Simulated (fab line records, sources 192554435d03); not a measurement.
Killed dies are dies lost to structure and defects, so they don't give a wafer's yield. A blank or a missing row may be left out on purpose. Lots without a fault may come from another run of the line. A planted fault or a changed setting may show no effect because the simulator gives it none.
Chamber matching | flow n5_finfet | N5_BEOL_M7_PECVD_70 on pecvd-01: 3 sister chambers
The step deposits SiO2 from TEOS/O2, target thk 20 nm, time 22.7 s. 6 wafers are shown with their chamber, then 9 later ones without.

WAFERS WITH THEIR CHAMBER
wafer  | chamber | throttle_valve_pct (%) | showerhead_plenum_p_Torr (Torr)
L090.1 | 1       | 23.4                   | 8.77
L090.4 | 0       | 23.0                   | 8.88
L090.5 | 2       | 20.8                   | 8.82
L092.1 | 2       | 21.0                   | 8.82
L092.4 | 1       | 23.3                   | 8.78
L092.5 | 0       | 22.7                   | 8.86

WAFERS WITHOUT THEIR CHAMBER
wafer  | throttle_valve_pct (%) | showerhead_plenum_p_Torr (Torr)
L094.1 | 23.5                   | 8.78
L094.5 | 22.8                   | 8.86
L094.6 | 23.7                   | 8.76
L095.3 | 22.9                   | 8.87
L095.5 | 23.6                   | 8.77
L095.6 | 23.0                   | 8.87
L097.2 | 23.5                   | 8.76
L097.4 | 22.9                   | 8.88
L097.6 | 23.4                   | 8.78

WHICH CHAMBER EACH WENT THROUGH
wafer  | from the rows above | in truth
L094.1 | 1                   | 1
L094.5 | 0                   | 0
L094.6 | 1                   | 1
L095.3 | 0                   | 0
L095.5 | 1                   | 1
L095.6 | 0                   | 0
L097.2 | 1                   | 1
L097.4 | 0                   | 0
L097.6 | 1                   | 1
Placed correctly: 9 of 9. Can't be placed from these rows: 0. Placed wrongly: 0.
How it was worked out, from the rows above alone: a wafer's distance from a chamber is the root of the sum, over the readings, of the square of ((its reading less the chamber's mean) divided by the reading's scatter). The wafer belongs to the nearest chamber; if the next one is less than 2 further off, it can't be placed. A chamber's mean is the mean of its shown wafers. The scatter: the root of (the sum of the squares of (reading less its chamber's mean) over the shown wafers, divided by (wafers less chambers)).
